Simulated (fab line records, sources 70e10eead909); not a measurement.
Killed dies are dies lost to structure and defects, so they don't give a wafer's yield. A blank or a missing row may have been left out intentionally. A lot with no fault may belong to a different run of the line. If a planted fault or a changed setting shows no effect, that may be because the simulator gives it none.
Which tool did it? ; flow nand harc ; 7 lots (21 wafers sampled), 1 step of a 1302-step route

## WHAT THE GAUGES SHOWED, per wafer
NHARC_A_ONON_D1_THK_MEAS_08: measures by ellipsometry.
lot;measured;on;thk nm (nm)
L843;day 8 03:35;film metro-01;1008 1007 1009
L845;day 9 04:15;film metro-01;993 994 994
L847;day 9 22:03;film metro-02;999 999 998
L849;day 10 15:43;film metro-02;1014 1015 1016
L851;day 11 12:46;film metro-01;1026 1029 1028
L853;day 12 06:35;film metro-01;998 1000 998
L859;day 14 21:16;film metro-02;1010 1010 1012

## WHAT TOOL EACH LOT RAN ON (gives the tool, then ch and the chambers of the sampled wafers, and finally the start)
The record shows no process step preceding these readings.

## THE ANSWER, worked out from the rows above alone
Rule: the usual values come from the lots themselves. The widest of any qualifying gaps counts: lots, ordered by their means at a reading, are off when they make up no more than a third of the lots, leave a main group of 4 or more, and stand apart from it by 3 or more times the standard deviation of that group's means. A main group is skipped when, at the precision printed for the reading in the tables above, its means are all equal. Also off: a lot with no number at a reading for which 4 or more lots have one. All remaining lots with rows at the step are treated as sound.
No lot is off at any reading shown: from this, nothing can be told.

## WHAT THE SIMULATOR HAD INSERTED
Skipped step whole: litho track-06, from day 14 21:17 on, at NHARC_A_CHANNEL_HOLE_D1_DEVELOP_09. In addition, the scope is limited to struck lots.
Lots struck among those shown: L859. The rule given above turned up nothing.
